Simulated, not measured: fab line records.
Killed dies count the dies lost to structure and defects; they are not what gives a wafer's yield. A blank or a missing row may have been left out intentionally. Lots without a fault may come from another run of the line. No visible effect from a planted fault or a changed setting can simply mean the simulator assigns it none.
Matching of chambers | flow n5 finfet | rie diel-02 running N5_BEOL_M0_SAQP_DESCUM_19: 4 sister chambers
The step chemistry O2, time 7.9 s. 8 wafers are shown with their chamber, then 7 later ones without.

## EACH WAFER AND ITS CHAMBER
wafer  | chamber | drypump motor current A (A) | throttle valve pct (%)
L081.1 | 3       | 5.3                         | 20.60
L081.4 | 0       | 6.1                         | 20.09
L084.4 | 0       | 6.2                         | 20.09
L085.2 | 3       | 5.2                         | 20.59
L085.3 | 2       | 5.3                         | 20.47
L085.4 | 1       | 6.6                         | 20.28
L092.1 | 2       | 5.3                         | 20.48
L092.2 | 1       | 6.6                         | 20.31

## WAFERS MISSING THEIR CHAMBER
wafer  | drypump motor current A (A) | throttle valve pct (%)
L092.6 | 5.2                         | 20.64
L095.2 | 5.3                         | 20.48
L095.5 | 5.3                         | 20.49
L095.6 | 5.2                         | 20.63
L097.2 | 5.3                         | 20.51
L097.3 | 5.2                         | 20.65
L097.6 | 6.5                         | 20.31

## CHAMBER TAKEN BY EACH
wafer  | from the rows above | in truth
L092.6 | 3                   | 3
L095.2 | 2                   | 2
L095.5 | 2                   | 2
L095.6 | 3                   | 3
L097.2 | 2                   | 2
L097.3 | 3                   | 3
L097.6 | 1                   | 1
Correctly placed: 7 of 7. Number that these rows cannot place: 0. Number placed wrongly: 0.
How it was worked out, from the rows above alone: a wafer's distance from a chamber is the root of the sum, over the readings, of the square of ((its reading less the chamber's mean) divided by the reading's scatter). The wafer belongs to the nearest chamber; if the next one is less than 2 further off, it can't be placed. A chamber's mean is the mean of its shown wafers. How the scatter is found: for the shown wafers, subtract from each reading the mean of its chamber, square and add these, divide the total by (wafers less chambers), then take the root.
